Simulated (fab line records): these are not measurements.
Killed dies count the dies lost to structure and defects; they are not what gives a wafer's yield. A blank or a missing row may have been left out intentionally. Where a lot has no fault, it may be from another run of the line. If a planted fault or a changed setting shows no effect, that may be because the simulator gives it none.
8D (eight disciplines) problem report, filled in by code | flow nand harc | the parts of the form that need people (team, actions taken, sign-off) are left out

1. PROBLEM STATEMENT
At NHARC_A_ONON_D1_THK_MEAS_34, thk nm averages 160.4 nm over 3 wafers from 2 lots, while fault-free wafers read 201.0 nm, standard deviation 2.9. Relative to the usual mean, that is a shift of -14 standard deviations.
The step: measures by ellipsometry.
First seen on wafer L603.2, day 16 15:47, on film metro-01. The record holds 36 wafers of 12 lots with a number at this step. By rule, "out" or "out of limits" means more than 4 standard deviations away from the usual mean. Any other wafer with a number is counted as sound.

2. WHAT IT IS, WHAT IT ISN'T
question                    | is                     | is not
which readings at this step | thk nm                 | -
which lots                  | L603, L605             | L585, L586, L587, L591, L592, L593, L594, L595, L597, L606
which wafers of those lots  | L603.2, L603.4, L605.1 | L603.5, L605.2, L605.3
read on which gauges        | film metro-01          | film metro-02
when                        | from day 16 15:47      | up to then (28 sound wafers); but 5 sound wafers of L605, L606 came after

3. THE SUSPECTS, EACH WITH WHAT RULES IT OUT
Counting: if a tool at a process step up to the reading ran every lot that is out, it stays a suspect. Sound lots after the first of them don't rule it out here, since some wafers of a struck lot are sound.
- the gauge at NHARC_A_ONON_D1_THK_MEAS_34 is ruled out. All the wafers that are out were read on film metro-01, but those of them that NHARC_A_ONON_D1_DEP_33 has rows for are out there too, on other tools.
- pecvd-01 at NHARC_A_ONON_D1_DEP_33 (deposits SiO2, target thk 200 nm): kept. It ran every lot that is out, first L603 (day 16 15:28); its last sound lot up to then is L594 (day 12 17:58). Out on those wafers are its own readings of mfc precursor sccm.
- At NHARC_A_ONON_D1_DEP_33, inside pecvd-01: chamber 0 took the wafers that are out, while their sound lot-mates went through chambers 1, 2.
The count leaves pecvd-01 at NHARC_A_ONON_D1_DEP_33.

4. THE CAUSE (what the simulator had put in)
pecvd-01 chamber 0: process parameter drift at NHARC_A_ONON_D1_DEP_33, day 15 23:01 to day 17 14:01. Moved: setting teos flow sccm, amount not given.
Only this tool survived the counting.

5. THE CHAIN OF EFFECTS, in route order
Each row: a reading where the mean over the struck wafers with a number is more than 3 standard deviations away from the usual. Only readings for which the record gives a usual standard deviation are gone through. hours: the time from each lot's start at the first step in this table that gives one to its start at this step, as a median over the lots. sigmas: the change in usual standard deviations.
hours | step                        | reading            | usual      | on struck wafers | change | sigmas
0     | NHARC_A_ONON_D1_DEP_33      | mfc precursor sccm | 161.4 sccm | 129.1            | -32.3  | -66
0     | NHARC_A_ONON_D1_THK_MEAS_34 | thk nm             | 201.0 nm   | 160.4            | -40.6  | -14
The process steps in it:
- NHARC_A_ONON_D1_DEP_33: deposits SiO2, target thk 200 nm.
At these later measuring or inspecting steps, every struck wafer for which the step has a row has a number for every such reading, and none has moved that far: NHARC_A_ONON_D1_INSPECT_32.

6. WHAT WOULD HAVE CAUGHT IT SOONER
Counted from the fault's start at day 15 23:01, it took 17 hours until the first out-of-limits reading at a measuring or inspecting step in this record, taken at day 16 15:47.
The tool's own readings at NHARC_A_ONON_D1_DEP_33 were out on every struck wafer that the step has a row for (mfc precursor sccm): an alarm limit on them would have fired on the first of those.
L605, from the lots that are out (2), started NHARC_A_ONON_D1_DEP_33 on pecvd-01 later than day 16 15:47. Putting the tool on hold at that point would have spared it.
